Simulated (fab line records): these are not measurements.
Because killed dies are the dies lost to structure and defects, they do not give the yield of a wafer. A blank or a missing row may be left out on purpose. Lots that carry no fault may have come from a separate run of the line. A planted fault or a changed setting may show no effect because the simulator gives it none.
fab line records -- flow n5-finfet
record: lots: 7, wafers: 21
route steps=1938 shown BEOL_M1@778 BEOL_M3@957 BEOL_M4@1026 BEOL_M5@1157
start-h: hours from the record's opening day to when the first of the lot's shown wafers began -- wait-h: hours since the lot's step before -- " same as the row above -- L1.1+2: a single row standing in for several wafers -- - no value, or no start given -- * or withheld: withheld -- < > ~ a bound
route shown NAME@n: a module of which the file shows steps, and the number in the route of the first -- usual: mean/standard deviation of fault-free wafers -- same: alike in all rows -- chamber/n: place in a boat -- sites: the reading at each site -- _std_site: how widely they spread, as a standard deviation -- _edge_site: mean of outer sites minus mean of inner sites -- radius-mm: for every site, how far away it sits from the centre of the wafer -- mask NAME#n: copy n -- behind: the last tool/chamber to shape the wafer -- hold: what put the lot on hold/how long, in hours/how the hold closed -- device: names the non-switching transistor (n, p or np) -- end of line: the route-end tests of the same wafers -- a step with no rows: only its recipe -- killed: dies lost to structure and defects at the first sort, not the wafer's yield -- map: a wafer's dies, x killed, . not, _ none there
set.NAME: the run value of the setting; set.NAME@STEP: its run value at that earlier step -- model.NAME: the simulator's own value behind a step, which no gauge read
one table per step and one row per wafer, for lots whose settings were changed on purpose
== steps ==
step: N5_BEOL_M1_COAT_68
recipe: resist: SiARC, temp-c: 220, time-s: 60, spin-rpm: 1500, resist-thk-nm: 12
lot.wafer,tool,chamber,start-h,wait-h,set.spin-rpm,model.SiARC_of_BEOL_M1_COAT_68.thk-nm
L079.1+4+6,litho-track-02,0,-,-,1500,12
L080.1+5+6,litho-track-05,0,-,-,1500,12
L082.1,litho-track-05,0,-,-,1455,12.2
L082.2+6,litho-track-05,0,-,-,1500,12
L084.2+3,litho-track-05,0,-,-,1500,12
L084.4,litho-track-05,0,-,-,1383,12.6
L087.1+6,litho-track-01,0,-,-,1500,12
L087.4,litho-track-01,0,-,-,1405,12.4
L089.3+4+5,litho-track-02,0,-,-,1500,12
L095.1+3+6,litho-track-05,0,-,-,1500,12
step: N5_BEOL_M1_COAT_76
recipe: resist: underlayer, temp-c: 205, time-s: 60, spin-rpm: 1500, resist-thk-nm: 5
step: N5_BEOL_M1_COAT_22
recipe: resist: CAR-EUV, spin-rpm: 1500, resist-thk-nm: 30
step: N5_BEOL_M1_DESCUM_33
recipe: chemistry: O2, time-s: 7, source-power-w: 50, bias-power-w: 20, pressure-mtorr: 20, rf-frequency-hz: 2.712e+07, temp-c: 40, resist: CAR-EUV, o2-flow-sccm: 225
step: N5_BEOL_M1_ETCH_77
recipe: chemistry: N2/H2, target: underlayer, target-depth-a: 65, mask-material: CAR-EUV, time-s: 5.2, ion-energy-ev: 200, pressure-mtorr: 30, source-w: 840, bias-w: 150, n2-flow-sccm: 200, h2-flow-sccm: 200, ends: cleared
step: N5_BEOL_M1_ETCH_69
recipe: chemistry: CF4, target: SiARC, target-depth-a: 156, mask-material: CAR-EUV, time-s: 26, ion-energy-ev: 80, pressure-mtorr: 40, source-w: 545, bias-w: 36, Ar_flow_sccm: 100, cf4-flow-sccm: 100, ends: cleared
lot.wafer,tool,chamber,start-h,wait-h,set.spin-rpm@BEOL_M1_COAT_68,model.etch.depth-nm
L079.1,rie-diel-06,1,154.69,0.0,1500,11.95
L079.4,rie-diel-06,2,154.69,0.0,1500,11.97
L079.6,rie-diel-06,1,154.69,0.0,1500,11.98
L080.1,rie-diel-03,2,161.65,0.0,1500,11.96
L080.5+6,rie-diel-03,"2,3",161.65,0.0,1500,11.99
L082.1,rie-diel-06,2,176.31,0.0,1455,12.25
L082.2,rie-diel-06,0,176.31,0.0,1500,12.08
L082.6,rie-diel-06,0,176.31,0.0,1500,12.06
L084.2,rie-diel-06,0,179.93,0.0,1500,11.99
L084.3,rie-diel-06,3,179.93,0.0,1500,12.01
L084.4,rie-diel-06,2,179.93,0.0,1383,12.54
L087.1,rie-diel-06,3,201.69,0.0,1500,11.93
L087.4,rie-diel-06,1,201.69,0.0,1405,12.37
L087.6,rie-diel-06,2,201.69,0.0,1500,12.01
L089.3,rie-diel-03,1,223.85,0.0,1500,12
L089.4,rie-diel-03,3,223.85,0.0,1500,11.98
L089.5,rie-diel-03,2,223.85,0.0,1500,12.04
L095.1,rie-diel-02,2,256.87,0.0,1500,11.92
L095.3+6,rie-diel-02,"0,2",256.87,0.0,1500,11.96
step: N5_BEOL_M1_ALD_98
recipe: material: SiO2, target-thk-a: 25, temp-c: 100, ald-precursor-family: BDEAS, ald-co-reactant: O2-plasma, pulse-time-s: 1, co-reactant-pulse-time-s: 1, purge-time-s: 2, co-reactant-purge-time-s: 2, ald-cycles: 17, pressure-torr: 2
step: N5_BEOL_M1_ETCHBACK_99
recipe: chemistry: CHF3, target: SiO2, target-depth-a: 50, time-s: 10.4, source-w: 215, bias-w: 47, Ar_flow_sccm: 200, CHF3_flow_sccm: 12, ion-energy-ev: 100, pressure-mtorr: 30
step: N5_BEOL_M1_STRIP_83
recipe: chemistry: C4F6/O2, resist: SiARC, rf-frequency-hz: 6e+07
step: N5_BEOL_M1_STRIP_36
recipe: chemistry: N2/H2, power-w: 450, temp-c: 40, pressure-mtorr: 20, rf-frequency-hz: 6e+07, overash-fraction: 0.3, bias-power-w: 7, h2-frac: 0.5, n2-flow-sccm: 200, h2-flow-sccm: 200
step: N5_BEOL_M1_TRENCH_ETCH_37
recipe: chemistry: C4F6/O2, target-depth-a: 552.07, target: SiOC, time-s: 29, ion-energy-ev: 250, pressure-mtorr: 30, source-w: 355, bias-w: 185, Ar_flow_sccm: 300, C4F6_flow_sccm: 10, O2_flow_sccm: 10
lot.wafer,tool,chamber,start-h,wait-h,set.target-thk-a@BEOL_M1_HM_DEP_02,model.TiN_of_BEOL_M1_HM_DEP_02.thk-nm
L079.1,rie-diel-06,0,-,-,200,17.8
L079.4+6,rie-diel-06,"3,1",-,-,214.8,19.2
L080.1+5+6,rie-diel-06,"2,0,3",-,-,200,17.6
L082.1+2,rie-diel-03,"3,2",-,-,200,17.8
L082.6,rie-diel-03,2,-,-,210.3,18.8
L084.2+4,rie-diel-02,"1,0",-,-,200,17.8
L084.3,rie-diel-02,2,-,-,192.9,17
L087.1,rie-diel-03,0,-,-,200,17.8
L087.4+6,rie-diel-03,"3,1",-,-,215.5,19.2
L089.3+4,rie-diel-03,"1,0",-,-,200,17.8
L089.5,rie-diel-03,3,-,-,200,17.6
L095.1,rie-diel-02,2,-,-,210.1,18.6
L095.3+6,rie-diel-02,"1,2",-,-,210.1,18.8
step: N5_BEOL_M3_COAT_67
recipe: resist: SOC, temp-c: 250, time-s: 60, spin-rpm: 1500, resist-thk-nm: 60
lot.wafer,tool,chamber,start-h,wait-h,set.spin-rpm,model.SOC_of_BEOL_M3_COAT_67.thk-nm
L079.1,litho-track-05,0,170.78,0.0,1500,60
L079.4+6,litho-track-05,0,170.78,0.0,1558,59.2
L080.1+6,litho-track-04,0,194.44,0.0,1500,60
L080.5,litho-track-04,0,194.44,0.0,1500,59.8
L082.1+6,litho-track-05,0,203.13,0.0,1653,57
L082.2,litho-track-05,0,203.13,0.0,1500,60
L084.2+4,litho-track-05,0,213.06,0.0,1500,59.8
L084.3,litho-track-05,0,213.06,0.0,1563,58.6
L087.1,litho-track-04,0,233.26,0.0,1500,60
L087.4+6,litho-track-04,0,233.26,0.0,1500,60.2
L089.3,litho-track-05,0,253.02,0.0,1500,59.8
L089.4,litho-track-05,0,253.02,0.0,1649,57
L089.5,litho-track-05,0,253.02,0.0,1649,56.8
L095.1+3+6,litho-track-01,0,306.07,0.0,1500,60
step: N5_BEOL_M3_COAT_76
recipe: resist: underlayer, temp-c: 205, time-s: 60, spin-rpm: 1500, resist-thk-nm: 5
lot.wafer,tool,chamber,start-h,wait-h,set.spin-rpm
L079.1+4+6,litho-track-05,0,-,-,1500
L080.1+5+6,litho-track-04,0,-,-,1500
L082.1+2,litho-track-05,0,-,-,1572
L082.6,litho-track-05,0,-,-,1500
L084.2,litho-track-05,0,-,-,1593
L084.3+4,litho-track-05,0,-,-,1500
L087.1+4+6,litho-track-04,0,-,-,1500
L089.3+4+5,litho-track-05,0,-,-,1500
L095.1+3+6,litho-track-01,0,-,-,1500
step: N5_BEOL_M3_COAT_22
recipe: resist: CAR-EUV, spin-rpm: 1500, resist-thk-nm: 30
step: N5_BEOL_M3_EBR_24
recipe: solvent: PGMEA, ebr-width-mm: 1.5
step: N5_BEOL_M3_DESCUM_33
recipe: chemistry: O2, time-s: 7, source-power-w: 50, bias-power-w: 20, pressure-mtorr: 20, rf-frequency-hz: 2.712e+07, temp-c: 40, resist: CAR-EUV, o2-flow-sccm: 225
step: N5_BEOL_M3_ETCH_77
recipe: chemistry: N2/H2, target: underlayer, target-depth-a: 65, mask-material: CAR-EUV, time-s: 5.2, ion-energy-ev: 200, pressure-mtorr: 30, source-w: 840, bias-w: 150, n2-flow-sccm: 200, h2-flow-sccm: 200, ends: cleared
lot.wafer,tool,chamber,start-h,wait-h,set.spin-rpm@BEOL_M3_COAT_76,model.etch.depth-nm
L079.1,rie-diel-02,0,171.22,0.0,1500,4.98
L079.4,rie-diel-02,3,171.22,0.0,1500,4.991
L079.6,rie-diel-02,3,171.22,0.0,1500,4.989
L080.1,rie-diel-03,1,194.88,0.0,1500,5.048
L080.5,rie-diel-03,3,194.88,0.0,1500,5.032
L080.6,rie-diel-03,2,194.88,0.0,1500,5.046
L082.1,rie-diel-06,0,203.69,0.0,1572,4.875
L082.2,rie-diel-06,3,203.69,0.0,1572,4.892
L082.6,rie-diel-06,1,203.69,0.0,1500,5.013
L084.2,rie-diel-03,1,213.62,0.0,1593,4.842
L084.3,rie-diel-03,3,213.62,0.0,1500,4.991
L084.4,rie-diel-03,2,213.62,0.0,1500,4.993
L087.1,rie-diel-02,2,233.82,0.0,1500,5.01
L087.4,rie-diel-02,3,233.82,0.0,1500,5.017
L087.6,rie-diel-02,0,233.82,0.0,1500,5.016
L089.3,rie-diel-03,1,253.60,0.0,1500,4.982
L089.4,rie-diel-03,2,253.60,0.0,1500,4.98
L089.5,rie-diel-03,0,253.60,0.0,1500,4.968
L095.1,rie-diel-06,1,306.51,0.0,1500,4.985
L095.3,rie-diel-06,2,306.51,0.0,1500,4.98
L095.6,rie-diel-06,0,306.51,0.0,1500,4.979
step: N5_BEOL_M3_ETCH_69
recipe: chemistry: CF4, target: SiARC, target-depth-a: 156, mask-material: CAR-EUV, time-s: 26, ion-energy-ev: 80, pressure-mtorr: 40, source-w: 545, bias-w: 36, Ar_flow_sccm: 100, cf4-flow-sccm: 100, ends: cleared
step: N5_BEOL_M3_ALD_98
recipe: material: SiO2, target-thk-a: 25, temp-c: 100, ald-precursor-family: BDEAS, ald-co-reactant: O2-plasma, pulse-time-s: 1, co-reactant-pulse-time-s: 1, purge-time-s: 2, co-reactant-purge-time-s: 2, ald-cycles: 17, pressure-torr: 2
step: N5_BEOL_M3_ETCHBACK_99
recipe: chemistry: CHF3, target: SiO2, target-depth-a: 50, time-s: 10.4, source-w: 215, bias-w: 47, Ar_flow_sccm: 200, CHF3_flow_sccm: 12, ion-energy-ev: 100, pressure-mtorr: 30
step: N5_BEOL_M3_ETCH_70
recipe: chemistry: N2/H2, target: SOC, target-depth-a: 800, overetch-a: 160, mask-material: SiARC, temp-c: 40, time-s: 120, ion-energy-ev: 200, pressure-mtorr: 30, source-w: 840, bias-w: 150, n2-flow-sccm: 200, h2-flow-sccm: 200
lot.wafer,tool,chamber,start-h,wait-h,set.spin-rpm@BEOL_M3_COAT_67,model.etch.depth-nm
L079.1,rie-diel-06,1,180.94,0.0,1500,59.98
L079.4+6,rie-diel-06,"0,2",180.94,0.0,1558,59.19
L080.1,rie-diel-02,1,197.01,0.0,1500,59.99
L080.5,rie-diel-02,0,197.01,0.0,1500,59.83
L080.6,rie-diel-02,1,197.01,0.0,1500,60.08
L082.1,rie-diel-02,3,218.46,0.0,1653,57.02
L082.2,rie-diel-02,0,218.46,0.0,1500,59.98
L082.6,rie-diel-02,0,218.46,0.0,1653,57.06
L084.2,rie-diel-02,3,250.66,0.0,1500,59.76
L084.3,rie-diel-02,0,250.66,0.0,1563,58.64
L084.4,rie-diel-02,0,250.66,0.0,1500,59.84
L089.3,rie-diel-03,3,270.34,0.0,1500,59.77
L089.4,rie-diel-03,0,270.34,0.0,1649,56.98
L089.5,rie-diel-03,0,270.34,0.0,1649,56.82
L087.1,rie-diel-06,0,278.01,0.0,1500,60.03
L087.4,rie-diel-06,3,278.01,0.0,1500,60.15
L087.6,rie-diel-06,3,278.01,0.0,1500,60.25
L095.1,rie-diel-03,2,319.18,0.0,1500,60.02
L095.3,rie-diel-03,1,319.18,0.0,1500,60.1
L095.6,rie-diel-03,1,319.18,0.0,1500,60
step: N5_BEOL_M3_STRIP_71
recipe: chemistry: N2/H2, temp-c: 40, n2-flow-sccm: 200, h2-flow-sccm: 200, rf-frequency-hz: 6e+07
step: N5_BEOL_M3_STRIP_78
recipe: chemistry: N2/H2, temp-c: 40, n2-flow-sccm: 200, h2-flow-sccm: 200, rf-frequency-hz: 6e+07
step: N5_BEOL_M3_VIA_ETCH_34
recipe: chemistry: C4F6/O2, target-depth-a: 694, mask-material: SOC, pressure-mtorr: 15, ion-energy-ev: 250, taper-deg: 4, time-s: 65.9, source-w: 350, bias-w: 170, Ar_flow_sccm: 300, C4F6_flow_sccm: 10, O2_flow_sccm: 10
lot.wafer,tool,chamber,start-h,wait-h,set.spin-rpm@BEOL_M3_COAT_67,model.SOC_of_BEOL_M3_COAT_67.thk-nm
L079.1,rie-diel-06,1,181.04,0.0,1500,51.8
L079.4+6,rie-diel-06,"0,2",181.04,0.0,1558,51
L080.1+6,rie-diel-02,1,197.11,0.0,1500,52
L080.5,rie-diel-02,0,197.11,0.0,1500,51.6
L082.1+6,rie-diel-02,"3,0",218.56,0.0,1653,49
L082.2,rie-diel-02,0,218.56,0.0,1500,51.8
L084.2+4,rie-diel-02,"3,0",250.76,0.0,1500,51.6
L084.3,rie-diel-02,0,250.76,0.0,1563,50.4
L089.3,rie-diel-03,3,270.44,0.0,1500,51.6
L089.4+5,rie-diel-03,0,270.44,0.0,1649,48.8
L087.1,rie-diel-06,0,278.11,0.0,1500,51.8
L087.4,rie-diel-06,3,278.11,0.0,1500,52.2
L087.6,rie-diel-06,3,278.11,0.0,1500,52.4
L095.1,rie-diel-03,2,319.28,0.0,1500,52
L095.3+6,rie-diel-03,1,319.28,0.0,1500,51.8
step: N5_BEOL_M4_COAT_62
recipe: resist: SiARC, temp-c: 220, time-s: 60, spin-rpm: 1500, resist-thk-nm: 12
lot.wafer,tool,chamber,start-h,wait-h,set.spin-rpm,model.SiARC_of_BEOL_M4_COAT_62.thk-nm
L079.1+4+6,litho-track-02,0,-,-,1500,12
L080.1+5+6,litho-track-03,0,-,-,1500,12
L082.1,litho-track-01,0,-,-,1435,12.2
L082.2+6,litho-track-01,0,-,-,1500,12
L084.2+4,litho-track-01,0,-,-,1500,12
L084.3,litho-track-01,0,-,-,1404,12.4
L089.3+5,litho-track-02,0,-,-,1500,12
L089.4,litho-track-02,0,-,-,1419,12.4
L087.1+6,litho-track-02,0,-,-,1500,12
L087.4,litho-track-02,0,-,-,1399,12.4
L095.1+3+6,litho-track-02,0,-,-,1500,12
step: N5_BEOL_M4_COAT_73
recipe: resist: underlayer, temp-c: 205, time-s: 60, spin-rpm: 1500, resist-thk-nm: 5
lot.wafer,tool,chamber,start-h,wait-h,set.spin-rpm
L079.1+4+6,litho-track-02,0,-,-,1500
L080.1+5+6,litho-track-03,0,-,-,1500
L082.1+6,litho-track-01,0,-,-,1500
L082.2,litho-track-01,0,-,-,1663
L084.2+3,litho-track-01,0,-,-,1646
L084.4,litho-track-01,0,-,-,1500
L089.3,litho-track-02,0,-,-,1347
L089.4+5,litho-track-02,0,-,-,1500
L087.1+4,litho-track-02,0,-,-,1500
L087.6,litho-track-02,0,-,-,1337
L095.1,litho-track-02,0,-,-,1500
L095.3+6,litho-track-02,0,-,-,1362
step: N5_BEOL_M4_COAT_05
recipe: resist: CAR-EUV, spin-rpm: 1500, resist-thk-nm: 30
step: N5_BEOL_M4_EBR_07
recipe: solvent: PGMEA, ebr-width-mm: 1.5
step: N5_BEOL_M4_DESCUM_16
recipe: chemistry: O2, time-s: 7, source-power-w: 50, bias-power-w: 20, pressure-mtorr: 20, rf-frequency-hz: 2.712e+07, temp-c: 40, resist: CAR-EUV, o2-flow-sccm: 225
step: N5_BEOL_M4_ETCH_74
recipe: chemistry: N2/H2, target: underlayer, target-depth-a: 65, mask-material: CAR-EUV, time-s: 5.2, ion-energy-ev: 200, pressure-mtorr: 30, source-w: 840, bias-w: 150, n2-flow-sccm: 200, h2-flow-sccm: 200, ends: cleared
usual: etch-rf-on-time-s: 5.19/0.06
lot.wafer,tool,chamber,start-h,wait-h,set.spin-rpm@BEOL_M4_COAT_73,etch-rf-on-time-s,model.etch.depth-nm
L079.1,rie-diel-05,0,188.17,0.0,1500,5.23,4.975
L079.4,rie-diel-05,3,188.17,0.0,1500,5.12,4.967
L079.6,rie-diel-05,1,188.17,0.0,1500,5.19,4.968
L080.1,rie-diel-04,3,202.58,0.0,1500,5.06,5.011
L080.5,rie-diel-04,3,202.58,0.0,1500,5.10,5.007
L080.6,rie-diel-04,2,202.58,0.0,1500,5.23,5.005
L082.1,rie-diel-05,2,224.44,0.0,1500,5.16,4.995
L082.2,rie-diel-05,3,224.44,0.0,1663,4.91,4.751
L082.6,rie-diel-05,3,224.44,0.0,1500,5.17,5
L084.2,rie-diel-04,0,258.81,0.0,1646,5.02,4.781
L084.3,rie-diel-04,2,258.81,0.0,1646,5.09,4.765
L084.4,rie-diel-04,3,258.81,0.0,1500,5.22,5.008
L089.3,rie-diel-01,2,275.51,0.0,1347,5.32,5.259
L089.4,rie-diel-01,0,275.51,0.0,1500,5.09,4.976
L089.5,rie-diel-01,3,275.51,0.0,1500,5.10,4.977
L087.1,rie-diel-04,0,284.24,0.0,1500,5.21,4.989
L087.4,rie-diel-04,2,284.24,0.0,1500,5.26,4.991
L087.6,rie-diel-04,3,284.24,0.0,1337,5.47,5.294
L095.1,rie-diel-04,2,324.54,0.0,1500,5.26,4.984
L095.3,rie-diel-04,1,324.54,0.0,1362,5.38,5.235
L095.6,rie-diel-04,0,324.54,0.0,1362,5.46,5.233
step: N5_BEOL_M4_ETCH_63
recipe: chemistry: CF4, target: SiARC, target-depth-a: 156, mask-material: CAR-EUV, time-s: 26, ion-energy-ev: 80, pressure-mtorr: 40, source-w: 545, bias-w: 36, Ar_flow_sccm: 100, cf4-flow-sccm: 100, ends: cleared
usual: etch-rf-on-time-s: 26.0/0.3
lot.wafer,tool,chamber,start-h,wait-h,set.spin-rpm@BEOL_M4_COAT_62,etch-rf-on-time-s,model.etch.depth-nm
L079.1,rie-diel-05,0,188.19,0.0,1500,26.3,11.99
L079.4,rie-diel-05,3,188.19,0.0,1500,26.0,12.02
L079.6,rie-diel-05,1,188.19,0.0,1500,26.1,12.02
L080.1,rie-diel-04,3,202.60,0.0,1500,25.7,11.98
L080.5,rie-diel-04,3,202.60,0.0,1500,25.8,12.02
L080.6,rie-diel-04,2,202.60,0.0,1500,26.4,12.02
L082.1,rie-diel-05,2,224.46,0.0,1435,26.5,12.25
L082.2,rie-diel-05,3,224.46,0.0,1500,25.9,11.98
L082.6,rie-diel-05,3,224.46,0.0,1500,25.6,11.95
L084.2,rie-diel-04,0,258.83,0.0,1500,26.2,12
L084.3,rie-diel-04,2,258.83,0.0,1404,27.1,12.39
L084.4,rie-diel-04,3,258.83,0.0,1500,25.7,12
L089.3,rie-diel-01,2,275.53,0.0,1500,25.8,12
L089.4,rie-diel-01,0,275.53,0.0,1419,26.6,12.3
L089.5,rie-diel-01,3,275.53,0.0,1500,25.7,12
L087.1,rie-diel-04,0,284.26,0.0,1500,26.0,12.05
L087.4,rie-diel-04,2,284.26,0.0,1399,27.6,12.49
L087.6,rie-diel-04,3,284.26,0.0,1500,25.9,12.01
L095.1,rie-diel-04,2,324.56,0.0,1500,26.7,12.03
L095.3,rie-diel-04,1,324.56,0.0,1500,26.0,12
L095.6,rie-diel-04,0,324.56,0.0,1500,26.1,12
step: N5_BEOL_M4_ETCH_64
recipe: chemistry: N2/H2, target: SOC, target-depth-a: 750, overetch-a: 225, mask-material: SiARC, temp-c: 40, time-s: 121.9, ion-energy-ev: 200, pressure-mtorr: 30, source-w: 840, bias-w: 150, n2-flow-sccm: 200, h2-flow-sccm: 200
lot.wafer,tool,chamber,start-h,wait-h,set.spin-rpm@BEOL_M4_COAT_62,model.SiARC_of_BEOL_M4_COAT_62.thk-nm
L079.1+6,rie-diel-05,"0,1",188.22,0.0,1500,6.4
L079.4,rie-diel-05,3,188.22,0.0,1500,6.2
L080.1+5,rie-diel-04,3,202.63,0.0,1500,6.2
L080.6,rie-diel-04,2,202.63,0.0,1500,6.4
L082.1,rie-diel-05,2,224.49,0.0,1435,6.6
L082.2+6,rie-diel-05,3,224.49,0.0,1500,6.2
L084.2+4,rie-diel-04,"0,3",258.86,0.0,1500,6.2
L084.3,rie-diel-04,2,258.86,0.0,1404,6.8
L089.3,rie-diel-01,2,275.56,0.0,1500,6.2
L089.4,rie-diel-01,0,275.56,0.0,1419,6.6
L089.5,rie-diel-01,3,275.56,0.0,1500,6.4
L087.1,rie-diel-04,0,284.28,0.0,1500,6.4
L087.4,rie-diel-04,2,284.28,0.0,1399,7
L087.6,rie-diel-04,3,284.28,0.0,1500,6.2
L095.1,rie-diel-04,2,324.59,0.0,1500,6.6
L095.3,rie-diel-04,1,324.59,0.0,1500,6.2
L095.6,rie-diel-04,0,324.59,0.0,1500,6.4
step: N5_BEOL_M5_VIA_ETCH_34
recipe: chemistry: C4F6/O2, target: SiCOH_lowk, target-depth-a: 883, mask-material: SOC, taper-deg: 4, time-s: 39.2, ion-energy-ev: 250, pressure-mtorr: 30, source-w: 345, bias-w: 185, Ar_flow_sccm: 300, C4F6_flow_sccm: 10, O2_flow_sccm: 10
usual: rf-vpp-V: 664/6.5
lot.wafer,tool,chamber,start-h,wait-h,set.source-w,rf-vpp-V,model.etch.depth-nm
L079.1,rie-diel-06,1,206.79,0.0,375.2,644,90.77
L079.4,rie-diel-06,2,206.79,0.0,345,658,88.45
L079.6,rie-diel-06,0,206.79,0.0,375.2,632,91.87
L080.1,rie-diel-02,2,232.06,0.0,345,668,88.1
L080.5,rie-diel-02,0,232.06,0.0,345,657,89.05
L080.6,rie-diel-02,3,232.06,0.0,345,656,88.36
L082.1,rie-diel-02,0,259.87,0.0,345,658,87.89
L082.2,rie-diel-02,3,259.87,0.0,345,655,87.43
L082.6,rie-diel-02,0,259.87,0.0,345,657,87.78
L084.2,rie-diel-03,0,289.70,0.0,388.8,623,91.63
L084.3,rie-diel-03,2,289.70,0.0,345,674,89.26
L084.4,rie-diel-03,2,289.70,0.0,388.8,634,92.62
L089.3,rie-diel-02,0,302.51,0.0,345,658,88.5
L089.4,rie-diel-02,1,302.51,0.0,345,662,88.76
L089.5,rie-diel-02,0,302.51,0.0,394.9,612,93.13
L087.1,rie-diel-06,1,312.50,0.0,345,670,88.03
L087.4,rie-diel-06,2,312.50,0.0,345,658,88.76
L087.6,rie-diel-06,3,312.50,0.0,345,663,88.31
L095.1,rie-diel-02,1,356.09,0.0,345,662,87.32
L095.3,rie-diel-02,0,356.09,0.0,367.9,637,90.8
L095.6,rie-diel-02,1,356.09,0.0,345,661,86.89
== key ==
split: step: N5_BEOL_M1_COAT_68, setting: spin-rpm, stated: 1500, by: wafer
response: step: N5_BEOL_M1_COAT_68, reading: model.SiARC_of_BEOL_M1_COAT_68.thk-nm, change: -0.0711, per: 1%, r: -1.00
response: step: N5_BEOL_M1_ETCH_69, reading: model.etch.depth-nm, change: -0.0664, per: 1%, r: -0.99
split: step: N5_BEOL_M3_COAT_67, setting: spin-rpm, stated: 1500, by: wafer
response: step: N5_BEOL_M3_COAT_67, reading: model.SOC_of_BEOL_M3_COAT_67.thk-nm, change: -0.287, per: 1%, r: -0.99
response: step: N5_BEOL_M3_ETCH_70, reading: model.etch.depth-nm, change: -0.282, per: 1%, r: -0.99
response: step: N5_BEOL_M3_VIA_ETCH_34, reading: model.SOC_of_BEOL_M3_COAT_67.thk-nm, change: -0.274, per: 1%, r: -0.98
split: step: N5_BEOL_M3_COAT_76, setting: spin-rpm, stated: 1500, by: wafer
response: step: N5_BEOL_M3_ETCH_77, reading: model.etch.depth-nm, change: -0.0252, per: 1%, r: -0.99
split: step: N5_BEOL_M4_COAT_62, setting: spin-rpm, stated: 1500, by: wafer
response: step: N5_BEOL_M4_COAT_62, reading: model.SiARC_of_BEOL_M4_COAT_62.thk-nm, change: -0.0617, per: 1%, r: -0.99
response: step: N5_BEOL_M4_ETCH_63, reading: etch-rf-on-time-s, change: *, per: 1%, r: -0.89
response: step: N5_BEOL_M4_ETCH_63, reading: model.etch.depth-nm, change: -0.0632, per: 1%, r: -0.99
response: step: N5_BEOL_M4_ETCH_64, reading: model.SiARC_of_BEOL_M4_COAT_62.thk-nm, change: -0.0887, per: 1%, r: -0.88
split: step: N5_BEOL_M4_COAT_73, setting: spin-rpm, stated: 1500, by: wafer
response: step: N5_BEOL_M4_ETCH_74, reading: etch-rf-on-time-s, change: *, per: 1%, r: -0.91
response: step: N5_BEOL_M4_ETCH_74, reading: model.etch.depth-nm, change: -0.0259, per: 1%, r: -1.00
split: step: N5_BEOL_M5_VIA_ETCH_34, setting: source-w, stated: 345, by: wafer
response: step: N5_BEOL_M5_VIA_ETCH_34, reading: rf-vpp-V, change: -3.27, per: 1%, r: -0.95
response: step: N5_BEOL_M5_VIA_ETCH_34, reading: model.etch.depth-nm, change: +0.308, per: 1%, r: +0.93
split outside-this-file step=N5_BEOL_M1_HM_DEP_02 setting=target-thk-a
split outside-this-file: this setting was split too, and the file shows its column; the key of that split is in another file
